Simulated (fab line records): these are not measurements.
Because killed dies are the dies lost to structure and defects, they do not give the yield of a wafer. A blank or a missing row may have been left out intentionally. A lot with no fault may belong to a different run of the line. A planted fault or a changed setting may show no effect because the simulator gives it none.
fab line records	flow nand_harc
[record] lots = 12	wafers = 36	last_day = 33
route steps=1302 shown A_SLIT@936 A_SIN_REMOVE@951 A_WL_FILL@958 END@1302
lots that met no fault: taken from a fault-free run of the same line
start_h: hours from the record's first day to the start of the lot's first wafer shown	wait_h: hours elapsed since this lot's preceding step	" same as the row above	L1.1+2: a row that stands for several wafers	- no value present, or no start provided	* or withheld: withheld	< > ~ a bound
route shown NAME@n: names a module that has steps shown in the file, with the first one's number in the route	usual: mean/standard deviation of fault-free wafers	same: alike in all rows	chamber/n: place in a boat	sites: readings site by site	_std_site: the standard deviation of these	_edge_site: outer sites' mean less inner sites'	radius_mm: how far each site lies from the wafer's centre	mask NAME#n: copy n	behind: the most recent tool/chamber to have shaped the wafer	hold: cause of the lot's hold/its duration in hours/its outcome	device: the n, p or np transistor that did not switch	end of line: the same wafers' tests at the end of the route	step lacking rows: just its recipe	killed: the dies lost at the first sort to structure and to defects; this is not the yield of the wafer	map: a wafer's dies, marking killed ones x, the rest . and places with no die _
set.NAME: the setting that was run; set.NAME@STEP: the one run at that earlier step	model.NAME: the simulator's own value behind a step, which no gauge read
the route's steps for a sample of lots (tables are steps, rows are wafers)
services: when a tool's chamber went out of use (start_h, in hours from the record's first day, below 0 if earlier), for how many hours, and the reason
[[steps]]
[step NHARC_A_SLIT_DESCUM_14]
[recipe] time_s = 3	o2_flow_sccm = 200	ar_flow_sccm = 0	bias_power_w = 0	chemistry = O2
[usual] drypump_motor_current_A = 6.0/0.37	oes_product_au = 1.002/0.0096	rf_vpp_V = 57.6/0.92	showerhead_plenum_p_Torr = 1.85/0.09	throttle_valve_pct = 11.311/0.0091
lot.wafer	tool	chamber	start_h	wait_h	drypump_motor_current_A	oes_product_au	rf_hours_counter_h	rf_vpp_V	showerhead_plenum_p_Torr	throttle_valve_pct
L495.4	rie_diel-06	2	458.10	0.1	5.8	0.995	8.0	56.6	1.81	11.314
L495.1	"	3	"	"	5.5	0.999	7.1	57.5	1.80	11.308
L495.5	"	0	"	"	5.9	1.018	-	57.6	1.80	11.301
L494.3	rie_diel-01	1	459.54	0.1	6.7	0.992	5.5	57.3	1.79	11.317
L494.1	"	2	"	"	5.9	0.997	5.2	56.3	1.78	11.308
L494.5	"	0	"	"	5.8	1.001	-	57.5	1.82	11.316
L497.1	rie_diel-01	2	478.85	0.1	5.9	0.996	6.2	58.2	1.78	11.309
L497.2	"	1	"	"	6.7	1.004	7.0	57.1	1.79	11.323
L497.5	"	2	"	"	5.9	0.995	-	58.3	1.78	11.309
L498.3	rie_diel-12	0	505.70	0.1	5.9	0.997	2.3	57.7	2.02	11.304
L498.1	"	1	"	"	6.1	1.011	2.2	57.8	1.89	11.333
L498.5	"	3	"	"	6.4	0.993	-	60.1	1.98	11.305
L502.3	rie_diel-12	3	539.20	0.1	6.4	1.009	3.8	59.0	1.98	11.318
L502.1	"	1	"	"	6.1	1.010	4.2	58.7	1.89	11.305
L502.6	"	0	"	"	6.0	1.000	-	57.4	2.02	11.326
L500.4	rie_diel-06	0	551.76	0.1	5.9	1.028	1.5	57.3	1.80	11.302
L500.2	"	1	"	"	5.7	1.012	1.3	57.9	1.78	11.301
L500.5	"	3	"	"	5.4	1.000	-	56.6	1.80	11.295
L504.4	rie_diel-01	1	555.46	0.1	6.7	1.011	11.0	57.5	1.79	11.323
L504.5	"	2	"	"	5.8	1.004	-	57.1	1.78	11.320
L504.6	"	3	"	"	5.6	1.002	-	56.1	2.03	11.311
L503.2	rie_diel-06	0	564.18	0.1	5.9	1.015	2.7	58.3	1.80	11.313
L503.5	"	1	"	"	5.7	1.000	-	56.6	1.78	11.322
L503.6	"	2	"	"	5.9	0.991	-	57.2	1.81	11.321
L505.2	rie_diel-01	3	576.76	0.1	5.7	1.001	0.1	58.8	2.03	11.316
L505.1	"	1	"	"	6.7	0.991	0.1	57.7	1.79	11.309
L505.5	"	2	"	"	5.9	1.010	-	57.8	1.78	11.301
L508.2	rie_diel-12	1	618.21	0.1	6.0	0.992	7.9	58.2	1.89	11.324
L508.4	"	3	"	"	6.4	0.994	9.1	58.6	1.98	11.311
L508.6	"	1	"	"	6.0	0.991	-	57.6	1.89	11.321
L513.2	rie_diel-06	3	661.01	0.1	5.5	1.004	9.3	57.4	1.79	11.324
L513.5	"	1	"	"	5.7	1.003	-	57.6	1.78	11.313
L513.6	"	2	"	"	5.8	0.997	-	57.3	1.80	11.313
L515.1	rie_diel-12	2	677.26	0.1	6.6	1.001	3.1	57.0	1.84	11.301
L515.2	"	3	"	"	6.4	1.006	2.9	57.6	1.98	11.318
L515.5	"	0	"	"	5.9	1.009	-	58.6	2.02	11.310
[step NHARC_A_SLIT_ETCH_15]
[recipe] target_depth_a = 62000	over_etch_frac = 0.3	time_s = 1612	ion_energy_ev = 150	o2_flow_sccm = 400	cos_flow_sccm = 20	ar_flow_sccm = 0	rf_w = 500	bias_w = 300	chemistry = O2/COS
[usual] drypump_motor_current_A = 6.0/0.37	oes_product_au = 1.005/0.01	rf_vpp_V = 312.7/2.1	showerhead_plenum_p_Torr = 3.03/0.14	throttle_valve_pct = 28.331/0.0093
[same] over_etch_frac = 0.3
lot.wafer	tool	chamber	start_h	wait_h	drypump_motor_current_A	oes_product_au	rf_hours_counter_h	rf_vpp_V	showerhead_plenum_p_Torr	throttle_valve_pct
L495.1	rie_diel-06	1	-	-	5.7	0.989	7.5	309.4	2.92	28.333
L495.4	"	3	"	"	5.5	0.985	7.4	311.5	2.94	28.349
L495.5	"	1	"	"	5.7	0.995	-	310.7	2.92	28.330
L494.1	rie_diel-01	0	-	-	5.7	1.004	4.5	310.2	2.98	28.325
L494.3	"	2	"	"	5.9	1.012	5.4	309.2	2.91	28.328
L494.5	"	0	"	"	5.8	1.003	-	312.8	2.98	28.331
L497.2	rie_diel-01	3	-	-	5.6	0.983	6.3	317.0	3.30	28.325
L497.1	"	0	"	"	5.8	1.014	6.2	313.0	2.98	28.320
L497.5	"	0	"	"	5.8	1.001	-	310.9	2.98	28.331
L498.3	rie_diel-12	2	-	-	6.5	1.016	2.2	312.4	3.01	28.344
L498.1	"	3	"	"	6.4	1.008	2.6	316.7	3.23	28.333
L498.5	"	2	"	"	6.6	1.011	-	311.9	3.01	28.320
L502.1	rie_diel-12	3	-	-	6.4	1.005	4.1	315.2	3.23	28.359
L502.3	"	1	"	"	6.1	1.014	4.4	313.5	3.09	28.350
L502.6	"	0	"	"	5.9	0.986	-	318.0	3.29	28.328
L500.4	rie_diel-06	3	-	-	5.5	1.000	1.6	311.2	2.94	28.342
L500.2	"	0	"	"	5.9	1.018	1.8	312.7	2.95	28.327
L500.5	"	3	"	"	5.5	1.018	-	311.8	2.94	28.333
L504.4	rie_diel-01	3	-	-	5.7	1.000	9.0	318.0	3.30	28.328
L504.5	"	3	"	"	5.7	1.001	-	316.1	3.30	28.343
L504.6	"	0	"	"	5.8	1.000	-	312.8	2.98	28.331
L503.2	rie_diel-06	3	-	-	5.5	1.009	3.4	310.6	2.94	28.318
L503.5	"	2	"	"	5.9	0.997	-	312.3	2.96	28.340
L503.6	"	3	"	"	5.5	1.006	-	310.8	2.94	28.333
L505.1	rie_diel-01	0	-	-	5.8	1.017	0.3	311.5	2.98	28.320
L505.2	"	3	"	"	5.6	0.995	0.3	316.1	3.30	28.334
L505.5	"	1	"	"	6.7	0.993	-	312.4	2.93	28.339
L508.4	rie_diel-12	3	-	-	6.4	0.988	9.4	315.4	3.22	28.330
L508.2	"	1	"	"	6.1	0.992	8.2	313.3	3.08	28.333
L508.6	"	3	"	"	6.4	0.997	-	315.0	3.23	28.322
L513.2	rie_diel-06	2	-	-	5.8	1.004	8.7	311.7	2.95	28.330
L513.6	"	3	"	"	5.5	1.020	-	311.4	2.94	28.321
L513.5	"	0	"	"	5.9	1.020	-	311.6	2.95	28.336
L515.2	rie_diel-12	3	-	-	6.4	1.006	3.1	314.2	3.22	28.326
L515.1	"	0	"	"	5.9	1.010	3.0	316.7	3.29	28.328
L515.5	"	2	"	"	6.6	1.010	-	314.2	3.00	28.336
[step NHARC_A_SIN_REMOVE_INSPECT_04]
[usual] raw_defect_count = 364/70
lot.wafer	tool	chamber	start_h	wait_h	raw_defect_count
L495.1	defect_inspect-02	-	473.10	0.0	330
L495.4	"	-	"	"	317
L495.5	"	-	"	"	333
L494.1	defect_inspect-01	-	475.71	0.0	300
L494.3	"	-	"	"	434
L494.5	"	-	"	"	336
L497.1	defect_inspect-01	-	495.49	0.0	358
L497.2	"	-	"	"	300
L497.5	"	-	"	"	355
L498.1	defect_inspect-01	-	518.74	0.0	413
L498.3	"	-	"	"	356
L498.5	"	-	"	"	364
L502.1	defect_inspect-02	-	552.05	0.0	478
L502.3	"	-	"	"	463
L502.6	"	-	"	"	401
L500.2	defect_inspect-01	-	565.59	0.0	255
L500.4	"	-	"	"	201
L500.5	"	-	"	"	283
L504.4	defect_inspect-01	-	573.69	0.0	298
L504.5	"	-	"	"	318
L504.6	"	-	"	"	278
L503.2	defect_inspect-02	-	577.45	0.0	330
L503.5	"	-	"	"	301
L503.6	"	-	"	"	248
L505.1	defect_inspect-02	-	589.84	0.0	437
L505.2	"	-	"	"	442
L505.5	"	-	"	"	430
L508.2	defect_inspect-01	-	631.22	0.0	416
L508.4	"	-	"	"	464
L508.6	"	-	"	"	426
L513.2	defect_inspect-01	-	674.29	0.0	516
L513.5	"	-	"	"	293
L513.6	"	-	"	"	319
L515.1	defect_inspect-01	-	690.11	0.0	439
L515.2	"	-	"	"	432
L515.5	"	-	"	"	388
[step NHARC_A_WL_FILL_ETCHBACK_05]
[recipe] target_depth_a = 220	time_s = 60	temp_c = 40	chemistry = Cl2/BCl3
[usual] drypump_motor_current_A = 5.67/0.3	oes_product_au = 1.001/0.0093	run_length_s = 81.4/0.3
lot.wafer	tool	chamber	start_h	wait_h	drypump_motor_current_A	oes_product_au	rf_hours_counter_h	run_length_s
L495.1	rie_metal-03	0	474.75	0.2	5.66	1.003	2.0	81.8
L495.4	"	1	"	"	5.77	0.986	-	81.6
L495.5	"	1	"	"	5.80	0.977	-	81.0
L494.1	rie_metal-02	0	477.32	0.2	5.10	1.010	0.4	81.6
L494.3	"	0	"	"	5.08	1.008	-	81.9
L494.5	"	0	"	"	5.12	0.995	-	81.7
L497.1	rie_metal-02	0	498.52	0.2	5.10	0.988	0.7	81.5
L497.2	"	1	"	"	5.75	1.001	0.7	81.6
L497.5	"	1	"	"	5.74	0.997	-	81.2
L498.1	rie_metal-02	1	520.34	0.2	5.77	1.003	1.2	81.3
L498.3	"	0	"	"	5.09	1.008	-	81.6
L498.5	"	0	"	"	5.12	1.008	-	81.8
L502.1	rie_metal-02	0	553.66	0.2	5.08	1.000	1.5	82.1
L502.3	"	0	"	"	5.12	1.003	-	81.8
L502.6	"	1	"	"	5.73	1.005	-	81.2
L500.2	rie_metal-01	0	567.19	0.2	6.05	0.998	3.6	81.3
L500.4	"	0	"	"	6.01	0.993	-	81.9
L500.5	"	1	"	"	5.75	1.000	-	81.9
L504.4	rie_metal-03	0	575.31	0.1	5.64	1.012	-	81.4
L504.5	"	0	"	"	5.64	1.010	-	81.2
L504.6	"	1	"	"	5.82	0.973	-	81.0
L503.2	rie_metal-02	1	579.04	0.2	5.73	1.008	2.0	81.6
L503.5	"	1	"	"	5.72	0.998	-	81.3
L503.6	"	0	"	"	5.07	1.006	-	81.5
L505.1	rie_metal-01	1	591.43	0.2	5.76	1.000	0.2	81.2
L505.2	"	0	"	"	6.02	1.018	0.2	81.0
L505.5	"	0	"	"	6.02	1.009	-	81.3
L508.2	rie_metal-01	1	632.88	0.2	5.77	0.997	0.7	81.3
L508.4	"	1	"	"	5.77	0.986	-	81.3
L508.6	"	1	"	"	5.76	0.998	-	81.2
L513.2	rie_metal-01	0	675.96	0.2	6.04	1.000	1.5	81.6
L513.5	"	0	"	"	6.04	1.003	-	83.9
L513.6	"	1	"	"	5.74	1.004	-	81.3
L515.1	rie_metal-01	1	691.75	0.2	5.76	0.994	2.4	83.9
L515.2	"	0	"	"	6.01	1.013	1.9	81.5
L515.5	"	1	"	"	5.77	0.991	-	83.8
[step NHARC_END_SORT_01]
[recipe] temp_c = 25
[usual] killed_at_array = 59/19	killed_at_other = 1.0/1.1	killed_at_periphery = 3.8/2.4	killed_dies = 64/19	killed_open = 3.3/2	killed_short = 2.4/1.6
[same] gross_dies = 677
lot.wafer	tool	chamber	start_h	wait_h	killed_at_array	killed_at_other	killed_at_periphery	killed_dies	killed_open	killed_short
L505.2	prober-02	0	693.96	2.8	83	1	8	92	6	5
L505.5	prober-02	0	696.37	3.7	68	3	7	78	5	3
// killed by level:class
L505.2 A_CHANNEL_HOLE_D1:chamber_film_flake=33 A_SLIT:chamber_film_flake=27 A_CHANNEL_HOLE_D2:chamber_film_flake=7 P_STI:chamber_film_flake=3 P_CONTACT:chamber_film_flake=3 A_ONON_D2:geometric_particle:short=2 A_CHANNEL_FILL_D2:geometric_particle:short=2 A_ZERO_WELL:chamber_film_flake=2
L505.5 A_CHANNEL_HOLE_D1:chamber_film_flake=26 A_SLIT:chamber_film_flake=20 A_CHANNEL_HOLE_D2:chamber_film_flake=6 A_CONTACT:chamber_film_flake=6 THIN_TSV:chamber_film_flake=3 A_ONON_D1:geometric_particle:open=2 P_ZERO_WELL:chamber_film_flake=2 P_CONTACT:geometric_particle:open=1
[[services]]
tool	chamber	start_h	hours	kind
rie_diel-01	0	437.29	2.8	repair
rie_metal-03	1	443.08	1.8	repair
rie_diel-12	-	445.42	9.0	pm
rie_diel-01	2	447.13	10.1	repair
rie_diel-01	0	452.47	1.8	repair
rie_metal-02	-	454.00	9.0	pm
rie_diel-06	-	473.57	0.4	repair
rie_diel-06	2	475.67	1.4	repair
rie_diel-12	1	481.06	1.9	repair
rie_diel-06	-	484.20	9.0	pm
rie_metal-01	1	485.28	32.6	repair
rie_diel-12	2	494.14	8.8	repair
rie_diel-01	2	512.42	2.9	repair
rie_diel-01	3	546.56	7.7	repair
rie_diel-01	-	557.80	9.0	pm
rie_metal-01	-	575.00	9.0	pm
rie_diel-01	1	583.54	3.8	repair
rie_diel-01	3	585.25	16.4	repair
rie_diel-12	-	604.73	0.3	repair
rie_diel-12	0	620.36	12.2	repair
rie_diel-12	-	622.42	9.0	pm
rie_metal-02	-	631.00	9.0	pm
rie_metal-01	0	651.95	10.5	repair
rie_diel-06	-	661.85	9.0	pm
[[key]]
[first_sign] step = NHARC_A_WL_FILL_ETCHBACK_05	reading = run_length_s	direction = up	sigmas = 8.2	usual = *	struck = *
effect none on later readings
met_at NHARC_A_WL_FILL_ETCHBACK_05
struck_lots L513,L515
struck_wafers L513.5,L515.1,L515.5
tester_left_out L513,L515
not_acting_at NHARC_A_SLIT_DESCUM_14,NHARC_A_SLIT_ETCH_15,NHARC_A_SIN_REMOVE_INSPECT_04
onset_between 632.88 675.96
[fault] kind = process_parameter_drift	tool = rie_metal-01	chamber = -	onset_h = 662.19	steps = NHARC_A_WL_FILL_ETCHBACK_05	channel = time_s	offset = *	shape = step	end_h = 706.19	scope = struck_wafers_only	acts_in = *	stated = *
// tester_left_out: of these lots the tester's yield and bins aren't shown, on N5 and GAA mostly nor the transistor test; their killed dies are dies lost to structure and defects alone, not to doping, threshold or leakage, so they don't give the yield
